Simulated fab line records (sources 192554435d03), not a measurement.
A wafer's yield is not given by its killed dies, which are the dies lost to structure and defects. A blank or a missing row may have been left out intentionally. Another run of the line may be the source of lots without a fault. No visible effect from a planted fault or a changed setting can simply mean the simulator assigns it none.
A lot that was struck, set against a sound lot ; flow n5_finfet ; 16 steps out of a route of 1938
Sound: these wafers, L518.2, L518.3, L518.6. Struck: wafer L527.6; the same lot's L527.4 was not struck, so it is left out; see the end for the cause.
Per side, at each step with rows, come the tool, then ch with its chambers, and then its first start. Under that, the readings that differ: sound wafers ; struck wafers ; difference of the means ; sigmas: that difference in standard deviations of wafers without a fault.
alike: words and numbers the same on both sides, and readings whose means are apart by under 2 such deviations; not compared: readings that were withheld, readings missing a value for some wafer, numbers with overlapping values and no deviation given by the record, and bounds like >300 which may hide the same value.
The two part at a step that has a row with sigmas, a row that says differs or no value, or rows on one side only. Non-overlapping numbers with no deviation appear without sigmas and do not part them. A reading missing from all wafers of one side parts the sides only when that side holds two or more wafers.

first, 8 steps without rows for these wafers: N5_BEOL_M15_COAT_58 (time 60 s, resist thk 89 nm); N5_BEOL_M15_COAT_04 (resist thk 800 nm); N5_BEOL_M15_EBR_06; N5_BEOL_M15_SOFTBAKE_05 (time 60 s); N5_BEOL_M15_EXPOSE_07 (exposes mask V14); N5_BEOL_M15_PEB_08 (peb time 90 s); N5_BEOL_M15_DEVELOP_09 (develop time 45 s); N5_BEOL_M15_HARDBAKE_14 (time 120 s).
N5_BEOL_M15_CD_MEAS_10: the cd target is 360 nm.
  sound on cd_sem-02 ch 0, day 11 13:19; struck on cd_sem-01 ch 0, day 14 00:26
  alike: cd_nm
N5_BEOL_M15_OVL_MEAS_11:
  sound on overlay-02 ch 0, day 11 13:20; struck on overlay-02 ch 0, day 14 00:28
  alike: V14_OVL
N5_BEOL_M15_INSPECT_12: inspects for defects (macro).
  struck on defect_inspect-01, day 14 00:29; sound on defect_inspect-02, day 11 13:22
  alike: raw_defect_count
N5_BEOL_M15_DESCUM_15: chemistry O2, time 7.9 s.
  sound on rie_diel-02 ch 1,2,3, day 11 13:28; struck on rie_diel-03 ch 1, day 14 00:32
reading;sound;struck;difference;sigmas
showerhead_plenum_p_Torr (Torr);2.11 2.21 2.09;1.98;-0.16;-2
  alike: drypump_motor_current_A, oes_product_au, rf_vpp_V, throttle_valve_pct
  not compared: rf_hours_counter_h
N5_BEOL_M15_ETCH_59: etches BARC in N2/H2, target depth 89 nm, overetch 26.7 nm, time 67.9 s.
  sound on rie_diel-02 ch 1,2,3, day 11 13:30; struck on rie_diel-03 ch 1, day 14 00:34
reading;sound;struck;difference;sigmas
run_length_s (s);90.9 91.0 91.8;74.5;-16.7;-35
showerhead_plenum_p_Torr (Torr);2.60 2.70 2.57;2.40;-0.22;-3
model.coat_of_BEOL_M15_COAT_04.thk_nm (nm);718.8 718.4 717;735.8;+17.7;
model.etch.depth_nm (nm);88.62 88.68 88.32;84.01;-4.53;
  alike: drypump_motor_current_A, oes_product_au, rf_vpp_V, throttle_valve_pct
  not compared: rf_hours_counter_h
N5_BEOL_M15_VIA_ETCH_16: etches SiO2 in C4F8/O2/Ar, target depth 1792.2 nm.
  sound on rie_diel-02 ch 1,2,3, day 11 13:33; struck on rie_diel-03 ch 1, day 14 00:37
reading;sound;struck;difference;sigmas
rf_vpp_V (V);2266 2250 2209;2137;-105;-3
showerhead_plenum_p_Torr (Torr);3.49 3.63 3.46;3.27;-0.26;-3
model.coat_of_BEOL_M15_COAT_04.thk_nm (nm);341 338.2 337.2;350.6;+11.8;
  alike: C4F8_flow_sccm, drypump_motor_current_A, oes_f_703_au, oes_product_au, throttle_valve_pct
N5_BEOL_M15_STRIP_63: strips in O2.
  sound: rie_diel-02 ch 1,2,3; struck: rie_diel-03 ch 1
reading;sound;struck;difference;sigmas
showerhead_plenum_p_Torr (Torr);2.12 2.22 2.10;1.99;-0.16;-2
  alike: drypump_motor_current_A, oes_product_au, rf_vpp_V, throttle_valve_pct
  not compared: rf_hours_counter_h
then, 1 step without rows for these wafers: N5_PASSIVATION_PROBE_49.

WHERE THEY PART
Earliest at N5_BEOL_M15_DESCUM_15; latest, in this record, at N5_BEOL_M15_STRIP_63.

WHY: whatever the simulator had introduced
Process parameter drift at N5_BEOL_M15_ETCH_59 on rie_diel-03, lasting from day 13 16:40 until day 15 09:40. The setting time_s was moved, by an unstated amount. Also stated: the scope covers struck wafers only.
